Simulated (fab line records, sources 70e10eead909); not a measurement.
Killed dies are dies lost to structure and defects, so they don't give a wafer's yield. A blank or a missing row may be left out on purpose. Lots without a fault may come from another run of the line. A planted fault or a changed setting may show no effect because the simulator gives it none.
Chamber matching | flow nand_harc | NHARC_P_M1_STRIP_18 on rie_diel-04: 4 sister chambers
The step strips in N2/H2. 22 wafers are shown with their chamber, then 11 later ones without.

WAFERS WITH THEIR CHAMBER
wafer  | chamber | drypump_motor_current_A (A) | oes_product_au (a.u.) | rf_vpp_V (V)
L075.1 | 0       | 6.4                         | 0.984                 | 90.6
L075.4 | 1       | 5.2                         | 0.990                 | 90.9
L075.5 | 3       | 5.9                         | 1.000                 | 93.2
L074.3 | 2       | 6.5                         | 0.991                 | 90.2
L074.4 | 0       | 6.4                         | 0.983                 | 90.5
L074.5 | 1       | 5.2                         | 0.989                 | 90.6
L077.2 | 1       | 5.2                         | 0.996                 | 90.7
L077.4 | 3       | 5.9                         | 1.002                 | 91.5
L077.6 | 1       | 5.2                         | 0.994                 | 90.6
L078.1 | 1       | 5.2                         | 0.984                 | 92.0
L078.4 | 0       | 6.4                         | 0.993                 | 92.4
L078.6 | 3       | 5.9                         | 0.993                 | 90.6
L080.1 | 1       | 5.2                         | 0.983                 | 91.2
L080.2 | 3       | 6.0                         | 1.003                 | 91.2
L080.3 | 0       | 6.4                         | 0.990                 | 90.5
L081.1 | 0       | 6.5                         | 0.990                 | 90.7
L081.3 | 3       | 5.9                         | 1.000                 | 91.0
L081.5 | 1       | 5.2                         | 0.991                 | 92.1
L085.2 | 3       | 5.9                         | 1.014                 | 90.4
L085.3 | 2       | 6.5                         | 0.992                 | 89.4
L085.6 | 0       | 6.4                         | 0.998                 | 90.7
L087.1 | 0       | 6.4                         | 0.989                 | 92.3

SIGNATURES (means of the wafers above)
reading                 | chamber 0 | chamber 1 | chamber 2 | chamber 3 | scatter within a chamber
drypump_motor_current_A | 6.414     | 5.200     | 6.500     | 5.917     | 0.0306
oes_product_au          | 0.98957   | 0.98957   | 0.99150   | 1.00200   | 0.00543
rf_vpp_V                | 91.100    | 91.157    | 89.800    | 91.317    | 0.826
Rule: a wafer's distance from a chamber is the root of the sum, over the readings, of the square of ((its reading less the chamber's mean) divided by the reading's scatter). The wafer belongs to the nearest chamber; if the next one is less than 2 further off, it can't be placed. The scatter: the root of (the sum of the squares of (reading less its chamber's mean) over the shown wafers, divided by (wafers less chambers)).

WAFERS WITHOUT THEIR CHAMBER
wafer  | drypump_motor_current_A (A) | oes_product_au (a.u.) | rf_vpp_V (V)
L087.3 | 6.5                         | 0.981                 | 91.2
L087.4 | 5.9                         | 0.997                 | 92.9
L091.1 | 6.4                         | 0.992                 | 90.8
L091.2 | 5.2                         | 0.982                 | 88.9
L091.6 | 6.4                         | 1.008                 | 90.8
L093.1 | 6.4                         | 1.000                 | 91.1
L093.5 | 6.5                         | 1.012                 | 91.0
L093.6 | 5.9                         | 1.022                 | 92.6
L094.1 | 6.5                         | 1.008                 | 91.9
L094.4 | 5.2                         | 1.006                 | 90.8
L094.6 | 6.5                         | 1.004                 | 90.9

WHICH CHAMBER EACH WENT THROUGH
wafer  | from the rows above     | in truth
L087.3 | can't be placed: 2 or 0 | 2
L087.4 | 3                       | 3
L091.1 | 0                       | 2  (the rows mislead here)
L091.2 | 1                       | 1
L091.6 | can't be placed: 0 or 2 | 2
L093.1 | can't be placed: 0 or 2 | 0
L093.5 | can't be placed: 2 or 0 | 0
L093.6 | 3                       | 3
L094.1 | can't be placed: 2 or 0 | 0
L094.4 | 1                       | 1
L094.6 | can't be placed: 2 or 0 | 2
Placed correctly: 4 of 11. Can't be placed from these rows: 6 (the true chamber is among the candidates in 6). Placed wrongly: 1.
